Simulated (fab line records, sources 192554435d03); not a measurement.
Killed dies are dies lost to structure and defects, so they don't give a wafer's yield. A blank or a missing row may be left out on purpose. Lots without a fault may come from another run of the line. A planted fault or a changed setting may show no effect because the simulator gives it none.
Split-lot experiment | flow n5_finfet | 7 lots, 39 wafers read, on a route of 1938 steps

THE SPLIT
At N5_HKMG_FIN_ETCH_35 (etches SOC in N2/H2, target depth 215.8 nm, time 243.4 s), the setting source_w was moved away from the recipe's 3000 W on 12 of the 39 wafers read, by -5.3% to +17.1%. The other wafers ran this setting at the recipe's value.

The reading is taken at the split's own step.

THE READING
rf_vpp_V, in V, at N5_HKMG_FIN_ETCH_35 (etches SOC in N2/H2, target depth 215.8 nm, time 243.4 s). Fault-free wafers of this fab line usually give 141.5 V, standard deviation 0.93 V.

wafer  | tool, chamber at the split | source_w as run, W | against the recipe | rf_vpp_V, V | against lot-mates on the recipe
L076.1 | rie_diel-03, 3             | 2841               | -5.3%              | 145.8       | +4.7
L076.2 | rie_diel-03, 2             | 3000               | recipe             | 141.4       | -
L076.3 | rie_diel-03, 0             | 2841               | -5.3%              | 143.8       | +2.7
L076.4 | rie_diel-03, 1             | 3000               | recipe             | 140.9       | -
L076.5 | rie_diel-03, 3             | 2841               | -5.3%              | 146.3       | +5.2
L076.6 | rie_diel-03, 0             | 3000               | recipe             | 140.9       | -
L079.1 | rie_diel-04, 2             | 3000               | recipe             | 142.0       | -
L079.2 | rie_diel-04, 0             | 3000               | recipe             | 141.5       | -
L079.3 | rie_diel-04, 1             | 3000               | recipe             | 140.3       | -
L079.4 | rie_diel-04, 3             | 3000               | recipe             | 141.3       | -
L079.5 | rie_diel-04, 2             | 3000               | recipe             | 142.2       | -
L079.6 | rie_diel-04, 3             | 3000               | recipe             | 142.6       | -
L080.1 | rie_diel-02, 2             | 3399               | +13.3%             | 136.2       | -5.4
L080.2 | rie_diel-02, 0             | 3399               | +13.3%             | 134.1       | -7.5
L080.3 | rie_diel-02, 1             | 3000               | recipe             | 142.3       | -
L080.4 | rie_diel-02, 3             | 3000               | recipe             | 141.2       | -
L080.5 | rie_diel-02, 2             | 3399               | +13.3%             | 134.8       | -6.8
L080.6 | rie_diel-02, 1             | 3000               | recipe             | 141.4       | -
L081.1 | rie_diel-04, 0             | 3512               | +17.1%             | 133.5       | -8.1
L081.2 | rie_diel-04, 1             | 3512               | +17.1%             | 134.9       | -6.7
L081.3 | rie_diel-04, 2             | 3512               | +17.1%             | 133.7       | -7.9
L081.4 | rie_diel-04, 3             | 3000               | recipe             | 142.2       | -
L081.5 | rie_diel-04, 3             | 3000               | recipe             | 142.0       | -
L081.6 | rie_diel-04, 0             | 3000               | recipe             | 140.6       | -
L083.1 | rie_diel-04, 0             | 3000               | recipe             | 140.8       | -
L083.2 | rie_diel-04, 1             | 3000               | recipe             | 141.0       | -
L083.3 | rie_diel-04, 3             | 3000               | recipe             | 140.6       | -
L083.4 | rie_diel-04, 2             | 3000               | recipe             | 141.3       | -
L083.5 | rie_diel-04, 0             | 3000               | recipe             | 140.4       | -
L083.6 | rie_diel-04, 3             | 3000               | recipe             | 141.9       | -
L085.3 | rie_diel-02, 1             | 3000               | recipe             | 143.3       | -
L085.5 | rie_diel-02, 2             | 3000               | recipe             | 140.4       | -
L085.6 | rie_diel-02, 3             | 3000               | recipe             | 141.4       | -
L087.1 | rie_diel-04, 1             | 3150               | +5.0%              | 140.0       | -1.1
L087.2 | rie_diel-04, 3             | 3150               | +5.0%              | 138.8       | -2.3
L087.3 | rie_diel-04, 0             | 3000               | recipe             | 142.0       | -
L087.4 | rie_diel-04, 3             | 3000               | recipe             | 140.7       | -
L087.5 | rie_diel-04, 0             | 3000               | recipe             | 140.6       | -
L087.6 | rie_diel-04, 1             | 3150               | +5.0%              | 138.2       | -2.9

THE FIT
A straight line over all 39 wafers: rf_vpp_V changes by -0.474 V for each +1% of source_w; r = -0.95; the points scatter about the line by 0.91 V.
The same after taking each lot's own level away (the mean of its wafers on the recipe; 39 wafers): -0.492 V for each +1%; r = -0.96; scatter 0.9 V.
On that fit, the largest move of source_w shifts the reading by 8.4 V.
The lots' own levels span 141.00 to 141.70 V, that is 0.8 times the standard deviation above.
So the lot-to-lot level changes the slope little: the two slopes agree.
Check: with one of the wafers moved furthest among these (+17.1%) left out of the fit, the line predicts -8.2 V for it against its lot-mates. It came out at -8.1 V against them.
Tool readings at the split's step, against how far the setting was moved: rf_vpp_V r = -0.95.

OTHER SPLITS ON THESE WAFERS
These wafers also went through other splits before the reading. Each is held against what the fit with the lots' levels taken away leaves over:
other split on the same wafers             | wafers away from the commonest value | r with rf_vpp_V (lot level and that fit taken away)
N5_FIN_SAQP_MANDREL_ETCH_22 target_depth_a | 9                                    | +0.10

THE WHOLE CHAIN: every reading that the file lists as answering this split, in the file's order
step                | what it does                                             | reading                                                                         | change (the file's fit)              | r (the file's)
N5_HKMG_FIN_ETCH_35 | etches SOC in N2/H2, target depth 215.8 nm, time 243.4 s | rf_vpp_V                                                                        | -0.48 V for each +1% of the setting  | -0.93
N5_HKMG_FIN_ETCH_35 | etches SOC in N2/H2, target depth 215.8 nm, time 243.4 s | SOC_of_HKMG_FIN_COAT_29.thk_nm (the simulator's own value, which no gauge read) | -2.09 nm for each +1% of the setting | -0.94
N5_HKMG_FIN_ETCH_35 | etches SOC in N2/H2, target depth 215.8 nm, time 243.4 s | etch.depth_nm (the simulator's own value, which no gauge read)                  | +2.1 nm for each +1% of the setting  | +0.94
N5_HKMG_FIN_ETCH_35 | etches SOC in N2/H2, target depth 215.8 nm, time 243.4 s | HKMG_FIN.feature_depth_nm (the simulator's own value, which no gauge read)      | +2.1 nm for each +1% of the setting  | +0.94

THE FILE'S OWN FIT
rf_vpp_V changes by -0.48 V for each +1% of source_w, r = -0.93.
